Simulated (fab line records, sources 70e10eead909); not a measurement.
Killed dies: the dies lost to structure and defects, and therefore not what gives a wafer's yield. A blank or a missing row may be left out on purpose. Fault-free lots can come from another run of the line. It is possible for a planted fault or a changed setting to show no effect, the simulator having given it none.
Chamber matching + flow nandHarc + NHARC_A_M0_DEP_32 on pecvd-01 has 3 sister chambers
The step deposits SiCN, target thk 30 nm. 3 wafers are shown with their chamber, then 7 later ones without.

## WAFERS, EACH WITH ITS CHAMBER
| wafer  | chamber | heaterPowerW (W) |
|--------|---------|------------------|
| L092.1 | 0       | 528              |
| L093.1 | 2       | 652              |
| L093.3 | 1       | 770              |

## WAFERS WHOSE CHAMBER IS MISSING
| wafer  | heaterPowerW (W) |
|--------|------------------|
| L093.4 | 664              |
| L095.2 | 731              |
| L095.4 | 515              |
| L095.6 | 718              |
| L094.1 | 720              |
| L094.2 | 643              |
| L094.5 | 656              |

## THE CHAMBER EACH PASSED THROUGH
| wafer  | from the rows above     | in truth                   |
|--------|-------------------------|----------------------------|
| L093.4 | 2                       | 2                          |
| L095.2 | can't be placed: 1 or 2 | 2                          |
| L095.4 | 0                       | 0                          |
| L095.6 | can't be placed: 1 or 2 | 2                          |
| L094.1 | can't be placed: 1 or 2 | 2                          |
| L094.2 | 2                       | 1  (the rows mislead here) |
| L094.5 | 2                       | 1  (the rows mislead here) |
Correct placement for 2 of the 7. Cannot be placed on the basis of these rows: 3; the candidates contain the true chamber in 3. Wrongly placed: 2.
How it was worked out, from the rows above alone: a wafer's distance from a chamber is the root of the sum, over the readings, of the square of ((its reading less the chamber's mean) divided by the reading's scatter). If the next closest chamber is less than 2 further off than the closest, the wafer can't be placed; otherwise it belongs to the closest. For every chamber, the mean is computed from those of its wafers that are shown. The scatter (one wafer shown for each chamber): square how far every hidden wafer sits from the nearest shown wafer, average those squares and take the square root.
